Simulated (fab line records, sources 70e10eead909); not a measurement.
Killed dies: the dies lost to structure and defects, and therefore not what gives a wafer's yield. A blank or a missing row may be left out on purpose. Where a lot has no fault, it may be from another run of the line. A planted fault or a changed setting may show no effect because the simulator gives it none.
fab line records	flow nandHarc
record: lots: 6	wafers: 18	lastDay: 31
route steps=1302 shown A_ONON_D2@550 END@1302
lots that met no fault: taken from a fault-free run of the same line
startH: the number of hours between the record's first day and the start of the first shown wafer of the lot	waitH: time in hours since the lot's previous step	" repeats the value in the row above	L1.1+2: a single row standing in for several wafers	- no value present, or no start provided	* or withheld: withheld	< > ~ a bound
route shown NAME@n: NAME is a module with steps in the file, n the number in the route of the first one	usual: mean/standard deviation taken from wafers without a fault	same: alike in all rows	chamber/n: place in a boat	sites: per-site readings	_std_site: the standard deviation of these	_edge_site: outer sites' mean less inner sites'	radiusMm: how far each site lies from the wafer's centre	mask NAME#n: copy n	behind: the last tool/chamber to shape the wafer	hold: why the lot was held/for how many hours/how that ended	device: which transistor (n, p or np) failed to switch	end of line: at the end of the route, the tests of the same wafers	for a step that has no rows: nothing shown but its recipe	killed: count of dies lost to structure and defects at first sort (not the wafer's yield)	map: a wafer's dies, marking killed ones x, the rest . and places with no die _
set.NAME: the setting that was run; set.NAME@STEP: the one run at that earlier step	model.NAME: the simulator's own value behind a step, which no gauge read
lots at selected steps of the route; one table per step, one row per wafer
services: from which hour (startH, from the record's first day; less than 0 if before it) a tool's chamber was out of use, for how many hours, and why
== steps ==
step: NHARC_A_ONON_D2_THK_MEAS_08
recipe: thkMeasGauge: ellipsometry
usual: thkNm: 998/9.8
lot.wafer	tool	chamber	startH	waitH	thkNm
L269.3	filmMetro-01	-	289.46	-	988
L269.4	"	-	"	"	988
L269.6	"	-	"	"	986
L272.1	filmMetro-01	-	308.05	-	1006
L272.3	"	-	"	"	1006
L272.6	"	-	"	"	1008
L273.3	filmMetro-02	-	323.75	-	981
L273.5	"	-	"	"	981
L273.6	"	-	"	"	980
L282.1	filmMetro-01	-	412.59	-	1004
L282.3	"	-	"	"	1006
L282.6	"	-	"	"	1004
L284.2	filmMetro-01	-	435.59	-	983
L284.5	"	-	"	"	984
L284.6	"	-	"	"	986
L286.1	filmMetro-02	-	450.11	-	1008
L286.4	"	-	"	"	1006
L286.6	"	-	"	"	1008
step: NHARC_A_ONON_D2_DEP_09
recipe: targetThkA: 10000	n2FlowSccm: 2750	n2oFlowSccm: 2000	nh3FlowSccm: 500	sih4FlowSccm: 210	tempC: 400
step: NHARC_A_ONON_D2_THK_MEAS_11
recipe: thkMeasGauge: ellipsometry
usual: thkNm: 997/7.9
lot.wafer	tool	chamber	startH	waitH	thkNm
L269.3	filmMetro-01	-	290.02	-	987
L269.4	"	-	"	"	985
L269.6	"	-	"	"	983
L272.1	filmMetro-02	-	308.61	-	1009
L272.3	"	-	"	"	1008
L272.6	"	-	"	"	1009
L273.3	filmMetro-02	-	324.32	-	1002
L273.5	"	-	"	"	1002
L273.6	"	-	"	"	1001
L282.1	filmMetro-01	-	413.24	-	1004
L282.3	"	-	"	"	1005
L282.6	"	-	"	"	1003
L284.2	filmMetro-01	-	436.16	-	1001
L284.5	"	-	"	"	999
L284.6	"	-	"	"	1001
L286.1	filmMetro-02	-	450.67	-	1007
L286.4	"	-	"	"	1009
L286.6	"	-	"	"	1009
step: NHARC_A_ONON_D2_DEP_12
recipe: targetThkA: 10000	n2FlowSccm: 2750	n2oFlowSccm: 2000	nh3FlowSccm: 500	sih4FlowSccm: 210	tempC: 400
step: NHARC_A_ONON_D2_THK_MEAS_14
recipe: thkMeasGauge: ellipsometry
usual: thkNm: 999/10
lot.wafer	tool	chamber	startH	waitH	thkNm
L269.3	filmMetro-02	-	290.59	-	1032
L269.4	"	-	"	"	1030
L269.6	"	-	"	"	1029
L272.1	filmMetro-02	-	309.18	-	985
L272.3	"	-	"	"	982
L272.6	"	-	"	"	981
L273.3	filmMetro-02	-	324.89	-	1001
L273.5	"	-	"	"	1003
L273.6	"	-	"	"	1001
L282.1	filmMetro-01	-	413.86	-	1000
L282.3	"	-	"	"	1002
L282.6	"	-	"	"	1001
L284.2	filmMetro-01	-	436.73	-	1001
L284.5	"	-	"	"	1001
L284.6	"	-	"	"	1001
L286.1	filmMetro-02	-	451.24	-	996
L286.4	"	-	"	"	997
L286.6	"	-	"	"	997
step: NHARC_A_ONON_D2_ANNEAL_15
recipe: tempC: 750	timeS: 3600
step: NHARC_A_ONON_D2_DEP_16
recipe: targetThkA: 10000	n2FlowSccm: 2750	n2oFlowSccm: 2000	nh3FlowSccm: 500	sih4FlowSccm: 210	tempC: 400
step: NHARC_A_ONON_D2_THK_MEAS_18
recipe: thkMeasGauge: ellipsometry
usual: thkNm: 997/9.1
lot.wafer	tool	chamber	startH	waitH	thkNm
L269.3	filmMetro-02	-	297.96	-	999
L269.4	"	-	"	"	997
L269.6	"	-	"	"	997
L272.1	filmMetro-02	-	317.23	-	1002
L272.3	"	-	"	"	1002
L272.6	"	-	"	"	1001
L273.3	filmMetro-02	-	332.27	-	1008
L273.5	"	-	"	"	1006
L273.6	"	-	"	"	1006
L282.1	filmMetro-01	-	421.51	-	994
L282.3	"	-	"	"	997
L282.6	"	-	"	"	998
L284.2	filmMetro-01	-	445.30	-	982
L284.5	"	-	"	"	984
L284.6	"	-	"	"	985
L286.1	filmMetro-01	-	459.25	-	1003
L286.4	"	-	"	"	1002
L286.6	"	-	"	"	1003
step: NHARC_A_ONON_D2_DEP_19
recipe: targetThkA: 10000	n2FlowSccm: 2750	n2oFlowSccm: 2000	nh3FlowSccm: 500	sih4FlowSccm: 210	tempC: 400
step: NHARC_A_ONON_D2_THK_MEAS_21
recipe: thkMeasGauge: ellipsometry
usual: thkNm: 996/11
lot.wafer	tool	chamber	startH	waitH	thkNm
L269.3	filmMetro-01	-	298.53	-	1026
L269.4	"	-	"	"	1024
L269.6	"	-	"	"	1023
L272.1	filmMetro-02	-	317.79	-	984
L272.3	"	-	"	"	984
L272.6	"	-	"	"	983
L273.3	filmMetro-01	-	332.83	-	1002
L273.5	"	-	"	"	1002
L273.6	"	-	"	"	1001
L282.1	filmMetro-02	-	422.07	-	994
L282.3	"	-	"	"	995
L282.6	"	-	"	"	995
L284.2	filmMetro-02	-	445.87	-	986
L284.5	"	-	"	"	987
L284.6	"	-	"	"	986
L286.1	filmMetro-01	-	459.82	-	1005
L286.4	"	-	"	"	1002
L286.6	"	-	"	"	1002
step: NHARC_A_ONON_D2_DEP_22
recipe: targetThkA: 10000	n2FlowSccm: 2750	n2oFlowSccm: 2000	nh3FlowSccm: 500	sih4FlowSccm: 210	tempC: 400
step: NHARC_A_ONON_D2_THK_MEAS_24
recipe: thkMeasGauge: ellipsometry
usual: thkNm: 998/8.7
lot.wafer	tool	chamber	startH	waitH	thkNm
L269.3	filmMetro-02	-	299.10	-	998
L269.4	"	-	"	"	996
L269.6	"	-	"	"	998
L272.1	filmMetro-02	-	318.36	-	1016
L272.3	"	-	"	"	1015
L272.6	"	-	"	"	1016
L273.3	filmMetro-02	-	333.40	-	1004
L273.5	"	-	"	"	1002
L273.6	"	-	"	"	1004
L282.1	filmMetro-01	-	422.64	-	1005
L282.3	"	-	"	"	1003
L282.6	"	-	"	"	1004
L284.2	filmMetro-02	-	446.43	-	1005
L284.5	"	-	"	"	1006
L284.6	"	-	"	"	1005
L286.1	filmMetro-02	-	460.39	-	1003
L286.4	"	-	"	"	1001
L286.6	"	-	"	"	1003
step: NHARC_A_ONON_D2_DEP_25
recipe: targetThkA: 10000	n2FlowSccm: 2750	n2oFlowSccm: 2000	nh3FlowSccm: 500	sih4FlowSccm: 210	tempC: 400
usual: sih4FlowSccm: 210.2/0.65
lot.wafer	tool	chamber	startH	waitH	sih4FlowSccm
L269.3	pecvdOnon-02	0	299.27	0.2	211.1
L269.4	"	0	"	"	210.6
L269.6	"	0	"	"	211.2
L272.1	pecvdOnon-01	0	318.42	0.1	208.2
L272.3	"	0	"	"	209.3
L272.6	"	0	"	"	210.2
L273.3	pecvdOnon-01	0	333.58	0.2	210.5
L273.5	"	0	"	"	210.4
L273.6	"	0	"	"	210.5
L282.1	pecvdOnon-03	0	422.69	0.1	209.8
L282.3	"	0	"	"	210.8
L282.6	"	0	"	"	210.3
L284.2	pecvdOnon-03	0	446.55	0.1	210.3
L284.5	"	0	"	"	209.9
L284.6	"	0	"	"	210.8
L286.1	pecvdOnon-03	0	460.45	0.1	211.2
L286.4	"	0	"	"	210.5
L286.6	"	0	"	"	209.9
step: NHARC_A_ONON_D2_THK_MEAS_27
recipe: thkMeasGauge: ellipsometry
usual: thkNm: 998/9.6
lot.wafer	tool	chamber	startH	waitH	thkNm
L269.3	filmMetro-02	-	299.66	-	1018
L269.4	"	-	"	"	1019
L269.6	"	-	"	"	1020
L272.1	filmMetro-02	-	318.93	-	1008
L272.3	"	-	"	"	1010
L272.6	"	-	"	"	1009
L273.3	filmMetro-01	-	333.97	-	995
L273.5	"	-	"	"	995
L273.6	"	-	"	"	994
L282.1	filmMetro-01	-	423.20	-	1000
L282.3	"	-	"	"	1001
L282.6	"	-	"	"	1001
L284.2	filmMetro-01	-	447.00	-	1539
L284.5	"	-	"	"	988
L284.6	"	-	"	"	989
L286.1	filmMetro-01	-	460.98	-	1550
L286.4	"	-	"	"	996
L286.6	"	-	"	"	996
step: NHARC_A_ONON_D2_DEP_28
recipe: targetThkA: 10000	n2FlowSccm: 2750	n2oFlowSccm: 2000	nh3FlowSccm: 500	sih4FlowSccm: 210	tempC: 400
step: NHARC_END_SORT_01
recipe: tempC: 25
usual: killedAtArray: 55/15	killedAtOther: 1.0/1.2	killedAtPeriphery: 3.4/2.2	killedDies: 59/15	killedOpen: 3.2/2	killedShort: 2.5/1.7
same: grossDies: 677
lot.wafer	tool	chamber	startH	waitH	killedAtArray	killedAtOther	killedAtPeriphery	killedDies	killedOpen	killedShort
L284.2	prober-02	0	722.28	5.1	670	3	4	677	4	1
L284.6	prober-02	0	725.48	6.3	59	2	3	64	4	1
L286.1	prober-01	0	738.28	2.5	670	1	6	677	3	5
L286.4	prober-01	0	740.68	3.4	54	1	2	57	0	0
L286.6	prober-01	0	742.28	4.0	58	0	8	66	5	4
killed by level:class
L284.2 A_ONON_D2:areaDep=627 A_SLIT:chamberFilmFlake=28 A_CHANNEL_HOLE_D1:chamberFilmFlake=6 P_CONTACT:chamberFilmFlake=3 THIN_TSV:chamberFilmFlake=3 A_CONTACT:chamberFilmFlake=2 P_GATE:geometricParticle:open=1 A_CHANNEL_HOLE_D1:geometricParticle:open=1
L284.6 A_SLIT:chamberFilmFlake=36 A_CHANNEL_HOLE_D1:chamberFilmFlake=10 A_CONTACT:chamberFilmFlake=4 P_CONTACT:chamberFilmFlake=3 A_WL_FILL:geometricParticle:open=2 THIN_TSV:chamberFilmFlake=2 A_CHANNEL_HOLE_D1:geometricParticle:short=1 A_DECK1_JOINT:geometricParticle:open=1
L286.1 A_ONON_D2:areaDep=622 A_CHANNEL_HOLE_D2:chamberFilmFlake=21 A_CHANNEL_HOLE_D1:chamberFilmFlake=8 A_SLIT:chamberFilmFlake=5 A_CONTACT:chamberFilmFlake=5 P_CONTACT:geometricParticle:short=2 A_CHANNEL_FILL_D1:chamberFilmFlake=2 A_ONON_D1:geometricParticle:short=1
L286.4 A_CHANNEL_HOLE_D2:chamberFilmFlake=30 A_CHANNEL_HOLE_D1:chamberFilmFlake=11 A_CONTACT:chamberFilmFlake=6 A_SLIT:chamberFilmFlake=5 P_M1:chamberFilmFlake=2 A_WL_FILL:chamberFilmFlake=2 HYBRID_BOND:chamberFilmFlake=1
L286.6 A_CHANNEL_HOLE_D2:chamberFilmFlake=26 A_CHANNEL_HOLE_D1:chamberFilmFlake=11 A_CONTACT:chamberFilmFlake=8 P_M0:geometricParticle:open=3 P_M1:chamberFilmFlake=3 A_STAIRCASE:chamberFilmFlake=2 A_ZERO_WELL:chamberFilmFlake=2 A_SLIT:chamberFilmFlake=2
map L284.2 (x killed, . not)
____________x____________
_________xxxxxxx_________
_______xxxxxxxxxxx_______
______xxxxxxxxxxxxx______
_____xxxxxxxxxxxxxxx_____
____xxxxxxxxxxxxxxxxx____
____xxxxxxxxxxxxxxxxx____
___xxxxxxxxxxxxxxxxxxx___
___xxxxxxxxxxxxxxxxxxx___
__xxxxxxxxxxxxxxxxxxxxx__
__xxxxxxxxxxxxxxxxxxxxx__
_xxxxxxxxxxxxxxxxxxxxxxx_
_xxxxxxxxxxxxxxxxxxxxxxx_
_xxxxxxxxxxxxxxxxxxxxxxx_
_xxxxxxxxxxxxxxxxxxxxxxx_
_xxxxxxxxxxxxxxxxxxxxxxx_
xxxxxxxxxxxxxxxxxxxxxxxxx
xxxxxxxxxxxxxxxxxxxxxxxxx
xxxxxxxxxxxxxxxxxxxxxxxxx
xxxxxxxxxxxxxxxxxxxxxxxxx
xxxxxxxxxxxxxxxxxxxxxxxxx
_xxxxxxxxxxxxxxxxxxxxxxx_
_xxxxxxxxxxxxxxxxxxxxxxx_
_xxxxxxxxxxxxxxxxxxxxxxx_
_xxxxxxxxxxxxxxxxxxxxxxx_
_xxxxxxxxxxxxxxxxxxxxxxx_
__xxxxxxxxxxxxxxxxxxxxx__
__xxxxxxxxxxxxxxxxxxxxx__
___xxxxxxxxxxxxxxxxxxx___
___xxxxxxxxxxxxxxxxxxx___
____xxxxxxxxxxxxxxxxx____
____xxxxxxxxxxxxxxxxx____
_____xxxxxxxxxxxxxxx_____
______xxxxxxxxxxxxx______
_______xxxxxxxxxxx_______
_________xxxxxxx_________
____________x____________
map L286.1 (x killed, . not)
____________x____________
_________xxxxxxx_________
_______xxxxxxxxxxx_______
______xxxxxxxxxxxxx______
_____xxxxxxxxxxxxxxx_____
____xxxxxxxxxxxxxxxxx____
____xxxxxxxxxxxxxxxxx____
___xxxxxxxxxxxxxxxxxxx___
___xxxxxxxxxxxxxxxxxxx___
__xxxxxxxxxxxxxxxxxxxxx__
__xxxxxxxxxxxxxxxxxxxxx__
_xxxxxxxxxxxxxxxxxxxxxxx_
_xxxxxxxxxxxxxxxxxxxxxxx_
_xxxxxxxxxxxxxxxxxxxxxxx_
_xxxxxxxxxxxxxxxxxxxxxxx_
_xxxxxxxxxxxxxxxxxxxxxxx_
xxxxxxxxxxxxxxxxxxxxxxxxx
xxxxxxxxxxxxxxxxxxxxxxxxx
xxxxxxxxxxxxxxxxxxxxxxxxx
xxxxxxxxxxxxxxxxxxxxxxxxx
xxxxxxxxxxxxxxxxxxxxxxxxx
_xxxxxxxxxxxxxxxxxxxxxxx_
_xxxxxxxxxxxxxxxxxxxxxxx_
_xxxxxxxxxxxxxxxxxxxxxxx_
_xxxxxxxxxxxxxxxxxxxxxxx_
_xxxxxxxxxxxxxxxxxxxxxxx_
__xxxxxxxxxxxxxxxxxxxxx__
__xxxxxxxxxxxxxxxxxxxxx__
___xxxxxxxxxxxxxxxxxxx___
___xxxxxxxxxxxxxxxxxxx___
____xxxxxxxxxxxxxxxxx____
____xxxxxxxxxxxxxxxxx____
_____xxxxxxxxxxxxxxx_____
______xxxxxxxxxxxxx______
_______xxxxxxxxxxx_______
_________xxxxxxx_________
____________x____________
== services ==
tool	chamber	startH	hours	kind
pecvdOnon-02	-	366.00	13.0	pm
pecvdOnon-03	-	408.00	13.0	pm
pecvdOnon-02	-	420.27	1.0	repair
pecvdOnon-01	-	450.00	13.0	pm
== key ==
firstSign: step: NHARC_A_ONON_D2_THK_MEAS_27	reading: thkNm	direction: up	sigmas: 57	usual: 998	struck: 1545
effect: step: NHARC_END_SORT_01	reading: killedDies	direction: up	sigmas: 42	usual: 59	struck: 677
moreKillsBornAt: NHARC_A_ONON_D2_DEP_25@pecvdOnon-03: 1249
metAt NHARC_A_ONON_D2_DEP_25
struckWafers L284.2,L286.1
laterRowsLeftOut L284.2,L286.1
testerLeftOut L284,L286
onsetBetween 422.69 446.55
fault: kind: processParameterDrift	tool: pecvdOnon-03	chamber: -	onsetH: 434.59	steps: NHARC_A_ONON_D2_DEP_25	channel: targetThkA	offset: *	shape: step	endH: 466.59	scope: struckWafersOnly	actsIn: *	stated: *
testerLeftOut: of these lots the tester's yield and bins aren't shown, on N5 and GAA mostly nor the transistor test; their killed dies are dies lost to structure and defects alone, not to doping, threshold or leakage, so they don't give the yield
laterRowsLeftOut: the simulator's readings of these wafers behind a module that went badly wrong aren't trusted and aren't shown, but for the sort
